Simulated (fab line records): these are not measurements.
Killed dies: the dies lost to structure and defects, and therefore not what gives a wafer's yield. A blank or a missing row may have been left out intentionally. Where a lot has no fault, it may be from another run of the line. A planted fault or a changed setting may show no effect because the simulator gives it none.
Struck lot and sound lot, side by side | flow n5 finfet | 40 steps out of a route of 1938
Sound: the wafers L731.1, L731.2, L731.4. Struck: wafer L739.1 (L739.3, L739.4, from the same lot, were not struck and are left out); the cause is given at the end.
Per side, at each step with rows, come the tool, then ch with its chambers, and then its first start. Under that, the readings that differ: sound wafers | struck wafers | difference of the means | sigmas: that difference in standard deviations of wafers without a fault.
alike: readings whose means differ by less than 2 such deviations, and words and numbers that are the same on both sides. not compared: withheld readings, readings that some wafer has no value for, bounds like >300 that may hide the same value, and numbers for which the record gives no deviation and whose values overlap.
The two part at a step that has a row with sigmas, a row that says differs or no value, or rows on one side only. When numbers do not overlap yet have no deviation, they are printed without sigmas and do not part them. A reading that every wafer of one side lacks parts them only if that side has two wafers or more.

first, 11 steps without rows for these wafers: N5_BEOL_M0_SAQP_MANDREL1_REMOVE_100 (chemistry HBr/Cl2/O2, target a-Si, stops on SiNx, bt time 10 s); N5_BEOL_M0_SAQP_ETCH_101 (etches SiNx in CH3F/O2, target depth 29.9 nm, time 42.7 s); N5_BEOL_M0_SAQP_ETCH_102 (etches SiO2 in CF4, target depth 4 nm, time 4.4 s); N5_BEOL_M0_SAQP_MANDREL_ETCH_103 (etches a-Si in HBr/Cl2, stops on SiCN, target depth 45 nm, bt time 10 s, time 27 s); N5_BEOL_M0_SAQP_RECESS_104 (chemistry HF/NH3, target SiO2, target depth 18 nm, afs cycles 3, sublimation time 60 s); N5_BEOL_M0_SAQP_COAT_105 (time 60 s, resist thk 100 nm); N5_BEOL_M0_SAQP_ETCH_106 (etches SOC in N2/H2, stops on SiNx, target depth 150 nm); N5_BEOL_M0_SAQP_ETCH_107 (etches SiNx in CH3F/O2, target depth 30 nm); N5_BEOL_M0_SAQP_STRIP_108 (strips in N2/H2); N5_BEOL_M0_SAQP_RECESS_109 (chemistry HF/NH3, target SiO2, target depth 3 nm, afs cycles 1, sublimation time 60 s); N5_BEOL_M0_SAQP_SPACER2_ALD_26 (deposits SiO2, target thk 15 nm, pulse time 1 s, purge time 2 s).
N5_BEOL_M0_SAQP_SPACER2_ETCHBACK_27: etches SiO2 in CHF3/O2, target depth 22.5 nm, time 11.25 s.
  sound on rie diel-03 ch 0,1,2, day 6 11:27; struck on rie diel-03 ch 0, day 8 10:41
  alike: chamber pressure mTorr, drypump motor current A, oes product au, rf vpp V, showerhead plenum p Torr, throttle valve pct
  not compared: rf hours counter h
then, 25 steps without rows for these wafers: N5_BEOL_M0_SAQP_MANDREL2_REMOVE_110 (chemistry HBr/Cl2/O2, target a-Si, stops on SiCN, bt time 10 s); N5_BEOL_M0_SAQP_COAT_69 (time 60 s, resist thk 90 nm); N5_BEOL_M0_SAQP_COAT_72 (time 60 s, resist thk 15 nm); N5_BEOL_M0_SAQP_COAT_87 (time 60 s, resist thk 5 nm); N5_BEOL_M0_SAQP_COAT_34 (resist thk 30 nm); N5_BEOL_M0_SAQP_EBR_36; N5_BEOL_M0_SAQP_SOFTBAKE_35 (time 60 s); N5_BEOL_M0_SAQP_EXPOSE_37 (exposes mask M0 CUT1, target cd 30 nm); N5_BEOL_M0_SAQP_PEB_38 (peb time 60 s); N5_BEOL_M0_SAQP_DEVELOP_39 (develop time 30 s); N5_BEOL_M0_SAQP_DESCUM_45 (chemistry O2, time 7 s); N5_BEOL_M0_SAQP_ETCH_88 (etches underlayer in N2/H2, target depth 6.5 nm, time 5.2 s); N5_BEOL_M0_SAQP_ETCH_73 (etches SiARC in CF4, target depth 19.5 nm, time 32.5 s); N5_BEOL_M0_SAQP_CUT_ETCH_46 (etches SOC in N2/H2, target depth 135 nm, overetch 27 nm, time 202.5 s); N5_BEOL_M0_SAQP_STRIP_74 (strips in N2/H2); N5_BEOL_M0_SAQP_STRIP_89 (strips in N2/H2); N5_BEOL_M0_SAQP_ALD_48 (deposits SiO2, target thk 20 nm, pulse time 1 s, co reactant pulse time 1 s); N5_BEOL_M0_SAQP_ETCH_49 (etches SiO2 in CF4/O2, target depth 37 nm); N5_BEOL_M0_SAQP_STRIP_75 (strips in CF4); N5_BEOL_M0_CUTY_COAT_50 (time 60 s, resist thk 15 nm); N5_BEOL_M0_CUTY_COAT_51 (resist thk 150 nm); N5_BEOL_M0_CUTY_EBR_52; N5_BEOL_M0_CUTY_SOFTBAKE_53 (time 60 s); N5_BEOL_M0_CUTY_EXPOSE_54 (exposes mask M0 ABLK); N5_BEOL_M0_CUTY_PEB_55 (peb time 60 s).
N5_BEOL_M0_CUTY_INSPECT_59: inspects for defects (macro).
  sound on defect inspect-01, day 6 13:28; struck on defect inspect-01, day 8 12:54
  reading          | sound | struck | difference | sigmas
  raw defect count | 0 3 3 | 37     | +35        | +27
-- here the record skips 3 days between the struck wafers' starts before and after, leaving off in module BEOL_M0_CUTY and picking up in module BEOL_M4 (first step shown: number 1111 of the route) --
N5_BEOL_M4_RC_MEAS_101:
  sound on prober-02 ch 0, day 9 01:22; struck on prober-02 ch 0, day 11 01:59
  reading       | sound          | struck | difference | sigmas
  DIBL_N (mV/V) | 34.3 35.2 35.5 | 39.1   | +4.1       | +3
  DIBL_P (mV/V) | 34.4 35.9 36.4 | 39.7   | +4.1       | +3
  SS_P (mV/dec) | 73.3 73.3 73.7 | 74.6   | +1.2       | +2
  alike: IOFF_N, IOFF_P, ION_N, ION_P, SS_N, VT_N, VT_P
-- the record jumps here: 4 days lie between the struck wafers' starts before and after (it left off in module BEOL_M4 and takes up again in module PASSIVATION, whose first step shown is number 1936 of the route) --
N5_PASSIVATION_PROBE_49:
  rows exist in the record for the struck wafers here (prober-01, day 15 07:25), but not for the sound ones

## WHERE THEY PART
Earliest at N5_BEOL_M0_CUTY_INSPECT_59; latest, in this record, at N5_PASSIVATION_PROBE_49.

WHY: what had been put in by the simulator
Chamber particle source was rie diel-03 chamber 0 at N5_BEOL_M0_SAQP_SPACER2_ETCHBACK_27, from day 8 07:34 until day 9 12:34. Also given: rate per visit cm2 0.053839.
